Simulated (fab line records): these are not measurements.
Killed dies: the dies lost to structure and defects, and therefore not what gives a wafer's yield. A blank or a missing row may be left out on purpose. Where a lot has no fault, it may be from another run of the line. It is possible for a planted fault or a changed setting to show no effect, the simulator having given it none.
A struck lot beside a sound one / flow n5 finfet / 17 out of 1938 route steps
Sound: these wafers, L965.1, L965.4, L965.5. Struck: wafer L975.6; the same lot's L975.2 was not struck, so it is left out; see the end for the cause.
For every step that has rows: the tool of each side, followed by ch and its chambers, followed by its first start. Under that, the readings that differ: sound wafers / struck wafers / difference of the means / sigmas: that difference in standard deviations of wafers without a fault.
alike: same words and numbers on both sides, and readings whose means sit less than 2 such deviations apart. not compared: any withheld reading, any reading some wafer has no value for, any bound like >300 that may hide the same value, and any number with overlapping values for which the record gives no deviation.
The two part at a step that has a row with sigmas, a row that says differs or no value, or rows on one side only. When numbers do not overlap yet have no deviation, they are printed without sigmas and do not part them. Lack of a reading on every wafer of one side parts them only where that side has two or more wafers.

N5_BEOL_M0_SAQP_ETCH_49: etches SiO2 in CF4/O2, target depth 37 nm.
  sound on rie diel-04 ch 1,3, day 6 06:03; struck on rie diel-05 ch 2, day 9 01:10
  alike: drypump motor current A, oes_ar_750_au, oes product au, rf vpp V, showerhead plenum p Torr, throttle valve pct
  not compared: rf hours counter h
N5_BEOL_M0_SAQP_STRIP_75: strips in CF4.
  sound on rie diel-04 ch 1,3, day 6 06:09; struck on rie diel-05 ch 2, day 9 01:16
  alike: drypump motor current A, oes product au, rf vpp V, showerhead plenum p Torr, throttle valve pct
  not compared: rf hours counter h
then, 7 steps without rows for these wafers: N5_BEOL_M0_CUTY_COAT_50 (time 60 s, resist thk 15 nm); N5_BEOL_M0_CUTY_COAT_51 (resist thk 150 nm); N5_BEOL_M0_CUTY_EBR_52; N5_BEOL_M0_CUTY_SOFTBAKE_53 (time 60 s); N5_BEOL_M0_CUTY_EXPOSE_54 (exposes mask M0 ABLK); N5_BEOL_M0_CUTY_PEB_55 (peb time 60 s); N5_BEOL_M0_CUTY_DEVELOP_56 (develop time 30 s).
N5_BEOL_M0_CUTY_CD_MEAS_57: target cd 200 nm.
  sound on cd sem-01 ch 0, day 6 06:33; struck on cd sem-01 ch 0, day 9 01:40
  alike: cd nm
N5_BEOL_M0_CUTY_OVL_MEAS_58:
  sound on overlay-02 ch 0, day 6 06:35; struck on overlay-02 ch 0, day 9 01:42
  alike: M0_ABLK_OVL
N5_BEOL_M0_CUTY_INSPECT_59: inspects for defects (macro).
  sound on defect inspect-02, day 6 06:36; struck on defect inspect-02, day 9 01:43
  alike: raw defect count
N5_BEOL_M0_CUTY_DESCUM_61: chemistry O2, time 7.9 s.
  sound on rie diel-06 ch 0,3, day 6 06:38; struck on rie diel-06 ch 0, day 9 01:45
reading=model.CAR-ArF-block_of_BEOL_M0_CUTY_COAT_51.thk nm (nm); sound=143.8 144 143.6; struck=142; difference=-2; sigmas=
  alike: drypump motor current A, oes product au, rf vpp V, showerhead plenum p Torr, temp c, throttle valve pct
  not compared: rf hours counter h
N5_BEOL_M0_CUTY_ETCH_62: etches SiARC in CF4, time 58.5 s.
  sound on rie diel-06 ch 0,3, day 6 06:40; struck on rie diel-06 ch 0, day 9 01:47
reading=model.CAR-ArF-block_of_BEOL_M0_CUTY_COAT_51.thk nm (nm); sound=118.8 118.8 118.6; struck=116.8; difference=-1.9; sigmas=
  alike: drypump motor current A, etch rf on time s, oes product au, rf vpp V, showerhead plenum p Torr, throttle valve pct
  not compared: rf hours counter h
N5_BEOL_M0_CUTY_ETCH_63: etches SOC in N2/H2, target depth 82.7 nm, overetch 16.5 nm, time 124 s.
  sound on rie diel-06 ch 0,3, day 6 06:43; struck on rie diel-06 ch 0, day 9 01:50
  alike: drypump motor current A, oes product au, rf vpp V, showerhead plenum p Torr, temp c, throttle valve pct
  not compared: rf hours counter h
-- here the record skips 2 days between the struck wafers' starts before and after, leaving off in module BEOL_M0_CUTY and picking up in module BEOL_M4 (first step shown: number 1111 of the route) --
N5_BEOL_M4_RC_MEAS_101:
  sound on prober-02 ch 0, day 8 14:47; struck on prober-01 ch 0, day 11 02:40
  alike: DIBL_N, DIBL_P, IOFF_N, IOFF_P, ION_N, ION_P, SS_N, SS_P, VT_N, VT_P
next, for these wafers, 1 step has no rows: N5_PASSIVATION_PROBE_49.

== WHERE THEY PART ==
Nowhere in this record.

WHY: whatever the simulator had introduced
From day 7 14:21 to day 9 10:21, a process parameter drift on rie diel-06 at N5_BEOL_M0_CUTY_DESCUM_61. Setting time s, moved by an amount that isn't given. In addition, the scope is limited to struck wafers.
